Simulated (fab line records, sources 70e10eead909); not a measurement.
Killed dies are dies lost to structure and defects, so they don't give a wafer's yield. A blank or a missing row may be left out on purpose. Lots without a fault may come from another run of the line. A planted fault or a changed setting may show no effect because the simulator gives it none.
Which tool did it? | flow nand_harc | 12 lots, 36 wafers sampled, at 6 steps of a route of 1159

WHAT THE GAUGES READ, wafer by wafer
NHARC_P_ZERO_WELL_CD_MEAS_52: target cd 2000 nm.
lot  | measured    | on        | cd_nm (nm)
L558 | day 2 05:53 | cd_sem-01 | 2002.6 2002.9 2001.8
L559 | day 2 11:52 | cd_sem-03 | 2001.2 2003.7 2001.0
L561 | day 2 23:40 | cd_sem-02 | 1996.6 1997.0 1997.4
L562 | day 3 05:52 | cd_sem-01 | 1996.7 1999.4 1997.5
L563 | day 3 11:55 | cd_sem-01 | 1996.5 1999.1 1994.9
L564 | day 3 17:47 | cd_sem-01 | 2001.9 2001.5 2004.4
L566 | day 4 05:22 | cd_sem-01 | 2000.2 2000.9 2001.0
L567 | day 4 11:52 | cd_sem-01 | 1999.0 1999.9 1998.3
L570 | day 5 05:47 | cd_sem-01 | 1912.0 1911.9 1910.2 1911.7 1912.0 1910.5
L571 | day 5 11:48 | cd_sem-03 | 2004.7 2001.7 2000.1
L578 | day 7 05:38 | cd_sem-01 | 1996.3 1997.6 1999.1
L579 | day 7 11:53 | cd_sem-01 | 2001.9 1997.6 1999.7

NHARC_END_SORT_01.
lot  | measured     | on        | killed_at_array | killed_at_other | killed_at_periphery | killed_dies | killed_open | killed_short
L559 | day 20 08:24 | prober-01 | 25 22 24        | 2 1 0           | 3 4 2               | 30 27 26    | 1 2 3       | 2 0 1
L570 | day 23 18:51 | prober-01 | 32              | 1               | 3                   | 36          | 7           | 1

WHICH TOOL RAN EACH LOT (tool, then ch and the chambers of the sampled wafers, then the start)
lot  | NHARC_P_ZERO_WELL_EXPOSE_49      | NHARC_P_ZERO_WELL_RTA_42        | NHARC_P_STI_ETCH_42               | NHARC_P_STI_ETCH_15
L558 | krf_scanner-01 ch 0, day 2 05:44 | rtp_anneal-01 ch 0, day 2 07:09 | rie_diel-05 ch 0,1,3, day 3 02:18 | rie_si-03 ch 0,1,3, day 3 02:29
L559 | krf_scanner-04 ch 0, day 2 11:43 | rtp_anneal-01 ch 0, day 2 13:06 | rie_diel-13 ch 0,1, day 3 02:20   | rie_si-02 ch 1,2, day 3 02:32
L561 | krf_scanner-01 ch 0, day 2 23:30 | rtp_anneal-01 ch 0, day 3 01:01 | rie_diel-13 ch 1,2,3, day 3 17:05 | rie_si-06 ch 2,3, day 3 17:18
L562 | krf_scanner-04 ch 0, day 3 05:43 | rtp_anneal-02 ch 0, day 3 07:02 | rie_diel-13 ch 0,1, day 4 02:16   | rie_si-02 ch 0,2, day 4 02:28
L563 | krf_scanner-01 ch 0, day 3 11:45 | rtp_anneal-01 ch 0, day 3 13:12 | rie_diel-05 ch 0,3, day 4 02:26   | rie_si-06 ch 0,2,3, day 4 02:40
L564 | krf_scanner-04 ch 0, day 3 17:37 | rtp_anneal-02 ch 0, day 3 18:55 | rie_diel-06 ch 0,2,3, day 4 13:46 | rie_si-06 ch 0,1,3, day 4 13:58
L566 | krf_scanner-01 ch 0, day 4 05:13 | rtp_anneal-02 ch 0, day 4 06:37 | rie_diel-05 ch 0,3, day 4 22:53   | rie_si-03 ch 0,1,3, day 4 23:05
L567 | krf_scanner-04 ch 0, day 4 11:43 | rtp_anneal-02 ch 0, day 4 13:13 | rie_diel-05 ch 0,1,3, day 5 05:20 | rie_si-02 ch 0,2, day 5 05:32
L570 | krf_scanner-04 ch 0, day 5 05:38 | rtp_anneal-02 ch 0, day 5 09:29 | rie_diel-13 ch 0,2,3, day 5 23:11 | rie_si-03 ch 0,1,2, day 5 23:24
L571 | krf_scanner-03 ch 0, day 5 11:39 | rtp_anneal-01 ch 0, day 5 13:19 | rie_diel-13 ch 0,1,2, day 6 07:08 | rie_si-03 ch 0,2,3, day 6 07:20
L578 | krf_scanner-04 ch 0, day 7 05:28 | rtp_anneal-01 ch 0, day 7 06:58 | rie_diel-13 ch 0,1,3, day 8 00:53 | rie_si-02 ch 0,3, day 8 01:05
L579 | krf_scanner-01 ch 0, day 7 11:44 | rtp_anneal-01 ch 0, day 7 13:02 | rie_diel-05 ch 0,1,3, day 8 05:29 | rie_si-03 ch 0,2,3, day 8 05:40
- NHARC_P_ZERO_WELL_EXPOSE_49: exposes mask P HVPW, target cd 2000 nm.
- NHARC_P_ZERO_WELL_RTA_42: time 300 s.
- NHARC_P_STI_ETCH_42: etches the open film in N2/H2, target depth 80 nm, overetch 24 nm, time 61 s.
- NHARC_P_STI_ETCH_15: etches the open film in HBr/Cl2, target depth 300 nm, time 100.1 s.

WHAT THE TOOLS THEMSELVES READ (means of the sampled wafers that have a number; where no wafer has one, the mark that the record gives instead)
NHARC_P_ZERO_WELL_RTA_42.
lot  | tool          | anneal_temp_c_max | lamp_power_pct (%) | wafer_temp_C_max
L558 | rtp_anneal-01 | 1103.2            | 37.2               | 1106.6
L559 | rtp_anneal-01 | 1103.2            | 37.1               | 1103.8
L561 | rtp_anneal-01 | 1102.7            | 37.0               | 1105.0
L562 | rtp_anneal-02 | 1103.1            | 42.9               | 1104.4
L563 | rtp_anneal-01 | 1103.8            | 37.1               | 1104.7
L564 | rtp_anneal-02 | 1104.2            | 42.9               | 1104.1
L566 | rtp_anneal-02 | 1103.1            | 42.9               | 1103.7
L567 | rtp_anneal-02 | 1103.6            | 42.9               | 1103.9
L570 | rtp_anneal-02 | 1104.1            | 42.9               | 1104.8
L571 | rtp_anneal-01 | 1103.7            | 37.1               | 1105.1
L578 | rtp_anneal-01 | 1104.3            | 37.1               | 1104.8
L579 | rtp_anneal-01 | 1103.5            | 37.1               | 1104.5

NHARC_P_STI_ETCH_42.
lot  | tool        | drypump_motor_current_A (A) | oes_product_au (a.u.) | rf_vpp_V (V) | showerhead_plenum_p_Torr (Torr) | throttle_valve_pct (%)
L558 | rie_diel-05 | 5.4                         | 1.005                 | 430.2        | 2.04                            | 14.170
L559 | rie_diel-13 | 5.3                         | 0.994                 | 432.7        | 2.09                            | 14.171
L561 | rie_diel-13 | 6.0                         | 0.996                 | 428.8        | 2.00                            | 14.173
L562 | rie_diel-13 | 5.6                         | 0.996                 | 431.3        | 2.07                            | 14.167
L563 | rie_diel-05 | 5.2                         | 1.008                 | 431.2        | 2.05                            | 14.174
L564 | rie_diel-06 | 6.1                         | 0.999                 | 432.2        | 2.07                            | 14.164
L566 | rie_diel-05 | 5.2                         | 1.006                 | 432.9        | 2.10                            | 14.175
L567 | rie_diel-05 | 5.4                         | 1.007                 | 430.5        | 2.04                            | 14.171
L570 | rie_diel-13 | 5.7                         | 0.997                 | 430.4        | 2.02                            | 14.172
L571 | rie_diel-13 | 5.5                         | 1.002                 | 429.7        | 2.03                            | 14.176
L578 | rie_diel-13 | 5.8                         | 1.009                 | 431.6        | 2.06                            | 14.176
L579 | rie_diel-05 | 5.4                         | 1.003                 | 430.4        | 2.03                            | 14.171

NHARC_P_STI_ETCH_15.
lot  | tool      | drypump_motor_current_A (A) | oes_product_au (a.u.) | throttle_valve_pct (%)
L558 | rie_si-03 | 5.4                         | 0.997                 | 26.410
L559 | rie_si-02 | 5.6                         | 1.002                 | 26.408
L561 | rie_si-06 | 6.2                         | 0.998                 | 26.405
L562 | rie_si-02 | 5.4                         | 1.010                 | 26.414
L563 | rie_si-06 | 6.1                         | 1.000                 | 26.407
L564 | rie_si-06 | 6.0                         | 0.993                 | 26.409
L566 | rie_si-03 | 5.4                         | 0.994                 | 26.404
L567 | rie_si-02 | 5.4                         | 0.995                 | 26.404
L570 | rie_si-03 | 5.3                         | 1.005                 | 26.402
L571 | rie_si-03 | 5.3                         | 1.004                 | 26.396
L578 | rie_si-02 | 5.8                         | 0.997                 | 26.416
L579 | rie_si-03 | 5.3                         | 1.002                 | 26.406

THE ANSWER, worked out from the rows above alone
Rule: what is usual is taken from the lots themselves. Put in order of their means at a reading, lots are off if they are a third of the lots or fewer, leave a main group of 4 or more, and stand apart from it by a gap of 3 or more times the standard deviation of the main group's means; of several such gaps the widest counts. A main group whose means are all the same, to the digits that the tables above print for the reading, isn't used. A lot without any number at a reading at which 4 lots or more have one is off too. The other lots that the step has rows for count as sound. The gauges are gone through in route order, then the tools' own readings, and for those a lot's mean is taken as printed above. The first step at which some lot is off is used, and at that step the reading that is off furthest; a lot without a number counts as furthest.
Off: L570, at NHARC_P_ZERO_WELL_CD_MEAS_52 (cd_nm). The main group: mean 1999.8 nm, standard deviation 2.2.
A tool fits if, at a process step before that reading, it ran every lot that is off, and no sound lot after the first of them. The gauges at NHARC_P_ZERO_WELL_CD_MEAS_52 are tried like those tools. None of those tried fits.

WHAT THE SIMULATOR HAD PUT IN
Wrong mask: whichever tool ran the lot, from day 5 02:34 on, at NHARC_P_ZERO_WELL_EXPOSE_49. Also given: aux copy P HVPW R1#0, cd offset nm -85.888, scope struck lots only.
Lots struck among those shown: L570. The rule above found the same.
